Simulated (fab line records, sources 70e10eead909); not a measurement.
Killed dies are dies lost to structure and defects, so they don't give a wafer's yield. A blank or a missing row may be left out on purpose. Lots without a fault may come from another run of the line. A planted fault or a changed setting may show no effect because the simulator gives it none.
Which tool did it? | flow nand_harc | 24 lots, 72 wafers sampled, at 5 steps of a route of 1159

WHAT THE GAUGES READ, wafer by wafer
NHARC_P_M0_CD_MEAS_16. Usual: cd_nm 89.6 nm, standard deviation 0.83.
lot  | measured     | on        | cd_nm (nm)     | flag
L074 | day 6 02:10  | cd_sem-03 | 91.5 91.0 88.9 |
L076 | day 6 08:03  | cd_sem-01 | 89.8 89.4 89.4 |
L075 | day 6 08:45  | cd_sem-03 | 90.7 90.7 90.0 |
L077 | day 6 12:59  | cd_sem-01 | 90.0 89.3 89.5 |
L079 | day 6 17:45  | cd_sem-03 | 90.6 89.9 90.0 |
L078 | day 6 21:08  | cd_sem-02 | 88.2 89.3 88.8 |
L080 | day 7 09:08  | cd_sem-01 | 90.1 90.1 89.9 |
L081 | day 7 17:38  | cd_sem-02 | 87.9 88.9 88.5 |
L082 | day 7 23:30  | cd_sem-03 | 89.0 89.7 89.4 |
L083 | day 8 03:10  | cd_sem-01 | 90.2 89.4 90.0 |
L084 | day 8 04:04  | cd_sem-02 | 90.5 89.9 90.8 |
L087 | day 8 22:55  | cd_sem-01 | 89.3 89.3 89.1 |
L088 | day 8 23:26  | cd_sem-02 | 89.9 89.0 89.1 |
L086 | day 9 01:34  | cd_sem-03 | 88.0 88.8 88.2 |
L085 | day 9 11:59  | cd_sem-03 | 89.2 91.0 88.8 |
L089 | day 9 19:50  | cd_sem-03 | 89.3 88.5 89.8 |
L091 | day 9 23:22  | cd_sem-02 | 88.8 89.1 88.1 |
L090 | day 9 23:50  | cd_sem-03 | 89.2 89.2 89.4 |
L093 | day 10 11:51 | cd_sem-03 | 89.9 90.6 90.1 |
L092 | day 10 16:46 | cd_sem-01 | 90.5 90.5 90.2 |
L094 | day 10 21:38 | cd_sem-01 | 89.1 88.6 90.2 |
L097 | day 11 11:07 | cd_sem-01 | 89.2 88.8 90.5 |
L095 | day 11 11:47 | cd_sem-01 | 89.6 89.5 89.1 |
L096 | day 11 17:52 | cd_sem-03 | 90.2 91.6 90.2 |

NHARC_P_M1_CD_MEAS_16. Usual: cd_nm 130.1 nm, standard deviation 0.94.
lot  | measured     | on        | cd_nm (nm)        | flag
L074 | day 6 06:16  | cd_sem-01 | 129.6 131.2 130.1 |
L076 | day 6 12:07  | cd_sem-02 | 130.8 129.9 130.3 |
L075 | day 6 12:43  | cd_sem-01 | 129.3 129.8 128.3 |
L077 | day 6 17:05  | cd_sem-01 | 128.4 129.8 128.6 |
L079 | day 6 21:52  | cd_sem-03 | 129.8 130.4 129.7 |
L078 | day 7 01:13  | cd_sem-02 | 131.5 129.4 129.3 |
L080 | day 7 13:23  | cd_sem-02 | 129.9 130.2 129.4 |
L081 | day 7 22:12  | cd_sem-03 | 130.3 131.9 130.8 |
L082 | day 8 03:42  | cd_sem-01 | 127.9 130.1 130.2 |
L083 | day 8 07:08  | cd_sem-02 | 129.0 129.7 129.5 |
L084 | day 8 08:19  | cd_sem-02 | 130.6 130.0 128.2 |
L087 | day 9 03:04  | cd_sem-01 | 129.7 131.4 130.3 |
L088 | day 9 03:32  | cd_sem-01 | 131.2 130.3 129.7 |
L086 | day 9 05:39  | cd_sem-01 | 130.7 131.1 130.9 |
L085 | day 9 16:19  | cd_sem-02 | 129.9 130.2 130.5 |
L089 | day 9 23:46  | cd_sem-01 | 131.5 130.6 131.0 |
L091 | day 10 03:25 | cd_sem-02 | 132.3 129.8 130.2 |
L090 | day 10 04:14 | cd_sem-03 | 129.5 129.2 130.0 |
L093 | day 10 15:57 | cd_sem-03 | 132.2 131.0 130.8 |
L092 | day 10 21:11 | cd_sem-01 | 130.1 131.1 130.6 |
L094 | day 11 02:04 | cd_sem-01 | 128.9 129.7 128.9 |
L097 | day 11 15:11 | cd_sem-01 | 130.8 132.5 131.3 |
L095 | day 11 15:55 | cd_sem-03 | 130.4 129.5 129.9 |
L096 | day 11 22:02 | cd_sem-02 | 130.3 129.4 130.3 |

NHARC_P_M2_CD_MEAS_16. Usual: cd_nm 170.3 nm, standard deviation 0.82.
lot  | measured     | on        | cd_nm (nm)        | flag
L074 | day 6 10:28  | cd_sem-02 | 171.0 171.4 172.2 |
L076 | day 6 16:40  | cd_sem-03 | 169.0 169.5 169.3 |
L075 | day 6 17:02  | cd_sem-02 | 170.6 172.0 170.1 |
L077 | day 6 21:19  | cd_sem-02 | 168.2 169.9 170.9 |
L079 | day 7 02:10  | cd_sem-03 | 170.2 171.2 170.8 |
L078 | day 7 05:34  | cd_sem-03 | 170.5 170.6 169.8 |
L080 | day 7 17:23  | cd_sem-02 | 170.2 170.2 169.2 |
L081 | day 8 02:56  | cd_sem-03 | 169.9 170.5 167.9 |
L082 | day 8 07:50  | cd_sem-02 | 168.8 170.6 169.4 |
L083 | day 8 11:21  | cd_sem-01 | 170.2 169.4 170.3 |
L084 | day 8 12:31  | cd_sem-03 | 170.4 169.9 169.9 |
L087 | day 9 07:12  | cd_sem-03 | 169.2 171.2 170.1 |
L088 | day 9 07:34  | cd_sem-02 | 170.1 170.2 171.7 |
L086 | day 9 09:50  | cd_sem-03 | 170.6 169.9 169.2 |
L085 | day 9 20:36  | cd_sem-03 | 170.8 171.1 171.2 |
L089 | day 10 03:55 | cd_sem-01 | 171.4 170.6 169.9 |
L091 | day 10 07:35 | cd_sem-01 | 170.3 170.4 168.9 |
L090 | day 10 08:26 | cd_sem-02 | 169.2 169.7 169.4 |
L093 | day 10 20:15 | cd_sem-03 | 170.8 168.8 169.8 |
L092 | day 11 01:37 | cd_sem-02 | 170.4 171.4 170.8 |
L094 | day 11 06:28 | cd_sem-03 | 169.9 170.5 169.5 |
L097 | day 11 19:33 | cd_sem-02 | 171.2 170.3 169.9 |
L095 | day 11 20:40 | cd_sem-01 | 169.5 171.5 170.6 |
L096 | day 12 02:10 | cd_sem-01 | 169.3 169.9 170.8 |

WHICH TOOL RAN EACH LOT (tool, then ch and the chambers of the sampled wafers, then the start)
lot  | NHARC_P_M0_PVD_20                       | NHARC_P_M1_ETCH_35
L074 | pvd_sputter-01, day 6 06:03 or earlier  | rie_diel-02 ch 0,2, day 6 06:03
L076 | pvd_sputter-03, day 6 11:54 or earlier  | rie_diel-02 ch 0,3, day 6 11:54
L075 | pvd_sputter-01, day 6 12:30 or earlier  | rie_diel-02 ch 1,2,3, day 6 12:30
L077 | pvd_sputter-02, day 6 16:52 or earlier  | rie_diel-13 ch 1,2, day 6 16:52
L079 | pvd_sputter-02, day 6 21:38 or earlier  | rie_diel-13 ch 1,2, day 6 21:38
L078 | pvd_sputter-02, day 7 00:59 or earlier  | rie_diel-10 ch 1,2,3, day 7 00:59
L080 | pvd_sputter-03, day 7 13:09 or earlier  | rie_diel-13 ch 1,2, day 7 13:09
L081 | pvd_sputter-03, day 7 21:59 or earlier  | rie_diel-10 ch 2,3, day 7 21:59
L082 | pvd_sputter-02, day 8 03:28 or earlier  | rie_diel-10 ch 0,1,2, day 8 03:28
L083 | pvd_sputter-03, day 8 06:55 or earlier  | rie_diel-13 ch 1,3, day 8 06:55
L084 | pvd_sputter-03, day 8 08:07 or earlier  | rie_diel-13 ch 0,1,2, day 8 08:07
L087 | pvd_sputter-01, day 9 02:50 or earlier  | rie_diel-02 ch 0,1,3, day 9 02:50
L088 | pvd_sputter-02, day 9 03:19 or earlier  | rie_diel-02 ch 1,2,3, day 9 03:19
L086 | pvd_sputter-02, day 9 05:26 or earlier  | rie_diel-10 ch 0,1,2, day 9 05:26
L085 | pvd_sputter-03, day 9 16:05 or earlier  | rie_diel-10 ch 0,1,2, day 9 16:05
L089 | pvd_sputter-03, day 9 23:33 or earlier  | rie_diel-02 ch 0,2,3, day 9 23:33
L091 | pvd_sputter-01, day 10 03:12 or earlier | rie_diel-10 ch 0,1,3, day 10 03:12
L090 | pvd_sputter-01, day 10 04:02 or earlier | rie_diel-13 ch 0,2, day 10 04:02
L093 | pvd_sputter-02, day 10 15:44 or earlier | rie_diel-10 ch 0,1,3, day 10 15:44
L092 | pvd_sputter-03, day 10 20:59 or earlier | rie_diel-10 ch 1,2,3, day 10 20:59
L094 | pvd_sputter-02, day 11 01:50 or earlier | rie_diel-13 ch 2,3, day 11 01:50
L097 | pvd_sputter-03, day 11 14:58 or earlier | rie_diel-10 ch 0,1,3, day 11 14:58
L095 | pvd_sputter-03, day 11 15:42 or earlier | rie_diel-13 ch 0,2,3, day 11 15:42
L096 | pvd_sputter-01, day 11 21:49 or earlier | rie_diel-13 ch 1,2,3, day 11 21:49
- NHARC_P_M0_PVD_20: deposits TaN, target thk 5 nm, time 8.06 s.
- NHARC_P_M1_ETCH_35: etches the open film in N2/H2, target depth 40 nm, overetch 12 nm, time 43.94 s.

WHAT THE TOOLS THEMSELVES READ (means of the sampled wafers that have a number; where no wafer has one, the mark that the record gives instead)
NHARC_P_M0_PVD_20. Usual: substrate_temp_c 50.01 C, standard deviation 0.12; throttle_valve_pct 30.2 %, standard deviation 0.83.
lot  | tool           | substrate_temp_c (C) | throttle_valve_pct (%) | flag
L074 | pvd_sputter-01 | 50.13                | 30.0                   |
L076 | pvd_sputter-03 | 49.89                | 29.8                   |
L075 | pvd_sputter-01 | 50.07                | 30.9                   |
L077 | pvd_sputter-02 | 50.02                | 29.8                   |
L079 | pvd_sputter-02 | 50.02                | 30.6                   |
L078 | pvd_sputter-02 | 50.05                | 29.8                   |
L080 | pvd_sputter-03 | 49.96                | 30.5                   |
L081 | pvd_sputter-03 | 50.11                | 30.5                   |
L082 | pvd_sputter-02 | 50.09                | 30.3                   |
L083 | pvd_sputter-03 | 49.86                | 30.6                   |
L084 | pvd_sputter-03 | 50.08                | 30.2                   |
L087 | pvd_sputter-01 | 49.97                | 30.2                   |
L088 | pvd_sputter-02 | 49.90                | 29.8                   |
L086 | pvd_sputter-02 | 50.22                | 29.9                   |
L085 | pvd_sputter-03 | 50.00                | 30.1                   |
L089 | pvd_sputter-03 | 49.94                | 30.6                   |
L091 | pvd_sputter-01 | 50.03                | 29.9                   |
L090 | pvd_sputter-01 | 49.93                | 30.2                   |
L093 | pvd_sputter-02 | 50.19                | 30.2                   |
L092 | pvd_sputter-03 | 49.97                | 30.2                   |
L094 | pvd_sputter-02 | 50.02                | 29.9                   |
L097 | pvd_sputter-03 | 49.92                | 30.4                   |
L095 | pvd_sputter-03 | 50.01                | 30.3                   |
L096 | pvd_sputter-01 | 50.21                | 30.1                   |

NHARC_P_M1_ETCH_35. Usual: bias_w 150.1 W, standard deviation 0.44; drypump_motor_current_A 5.8 A, standard deviation 0.34; mfc_ar_sccm 0.008 sccm, standard deviation 0.011; oes_product_au 0.996 a.u., standard deviation 0.01; rf_vpp_V 431.3 V, standard deviation 2.8; showerhead_plenum_p_Torr 2.07 Torr, standard deviation 0.1; throttle_valve_pct 14.172 %, standard deviation 0.0095.
lot  | tool        | bias_w (W) | drypump_motor_current_A (A) | mfc_ar_sccm (sccm) | oes_product_au (a.u.) | rf_vpp_V (V) | showerhead_plenum_p_Torr (Torr) | throttle_valve_pct (%) | flag
L074 | rie_diel-02 | 149.8      | 5.6                         | 0.002              | 0.998                 | 432.8        | 2.12                            | 14.170                 |
L076 | rie_diel-02 | 150.2      | 5.8                         | 0.007              | 0.995                 | 433.1        | 2.11                            | 14.172                 |
L075 | rie_diel-02 | 150.2      | 5.8                         | 0.013              | 0.988                 | 432.2        | 2.08                            | 14.169                 |
L077 | rie_diel-13 | 149.8      | 5.4                         | 0.011              | 0.994                 | 428.9        | 1.98                            | 14.162                 |
L079 | rie_diel-13 | 150.2      | 5.4                         | 0.011              | 0.990                 | 429.2        | 1.98                            | 14.164                 |
L078 | rie_diel-10 | 150.2      | 6.0                         | 0.007              | 0.997                 | 432.1        | 2.06                            | 14.171                 |
L080 | rie_diel-13 | 150.1      | 5.7                         | 0.022              | 0.988                 | 429.4        | 2.02                            | 14.172                 |
L081 | rie_diel-10 | 150.3      | 6.1                         | 0.007              | 0.990                 | 429.3        | 1.97                            | 14.177                 |
L082 | rie_diel-10 | 149.7      | 6.0                         | 0.002              | 0.986                 | 431.4        | 2.06                            | 14.179                 |
L083 | rie_diel-13 | 149.6      | 5.7                         | 0.011              | 0.996                 | 430.5        | 2.05                            | 14.178                 |
L084 | rie_diel-13 | 149.9      | 5.5                         | 0.011              | 0.996                 | 430.8        | 2.07                            | 14.178                 |
L087 | rie_diel-02 | 150.4      | 5.9                         | 0.011              | 0.996                 | 430.6        | 2.05                            | 14.174                 |
L088 | rie_diel-02 | 150.2      | 5.9                         | 0.013              | 0.993                 | 431.7        | 2.08                            | 14.160                 |
L086 | rie_diel-10 | 149.6      | 6.0                         | 0.002              | 0.997                 | 431.7        | 2.06                            | 14.175                 |
L085 | rie_diel-10 | 150.3      | 6.0                         | 0.002              | 1.009                 | 431.4        | 2.06                            | 14.167                 |
L089 | rie_diel-02 | 150.3      | 5.7                         | 0.009              | 1.001                 | 432.7        | 2.14                            | 14.178                 |
L091 | rie_diel-10 | 150.0      | 6.0                         | 0.010              | 1.001                 | 431.6        | 2.10                            | 14.166                 |
L090 | rie_diel-13 | 149.6      | 5.2                         | 0.000              | 0.989                 | 432.5        | 2.11                            | 14.158                 |
L093 | rie_diel-10 | 150.2      | 6.0                         | 0.010              | 1.006                 | 430.9        | 2.10                            | 14.175                 |
L092 | rie_diel-10 | 150.1      | 6.0                         | 0.007              | 0.999                 | 431.3        | 2.06                            | 14.168                 |
L094 | rie_diel-13 | 150.0      | 5.5                         | 0.000              | 0.989                 | 430.1        | 2.01                            | 14.173                 |
L097 | rie_diel-10 | 150.3      | 6.0                         | 0.010              | 1.006                 | 432.4        | 2.10                            | 14.168                 |
L095 | rie_diel-13 | 150.1      | 5.3                         | 0.000              | 0.980                 | 430.5        | 2.06                            | 14.173                 |
L096 | rie_diel-13 | 150.0      | 5.6                         | 0.011              | 0.991                 | 429.4        | 2.01                            | 14.178                 |

THE ANSWER, worked out from the rows above alone
Rule: a lot is off if the mean of its wafers that have a number lies more than 3 standard deviations from the usual mean. A lot without any number at a reading at which 4 lots or more have one is off too. The other lots that the step has rows for count as sound. The gauges are gone through in route order, then the tools' own readings, and for those a lot's mean is taken as printed above. The first step at which some lot is off is used, and at that step the reading that is off furthest; a lot without a number counts as furthest.
No lot is off at any reading shown: from this, nothing can be told.

WHAT THE SIMULATOR HAD PUT IN
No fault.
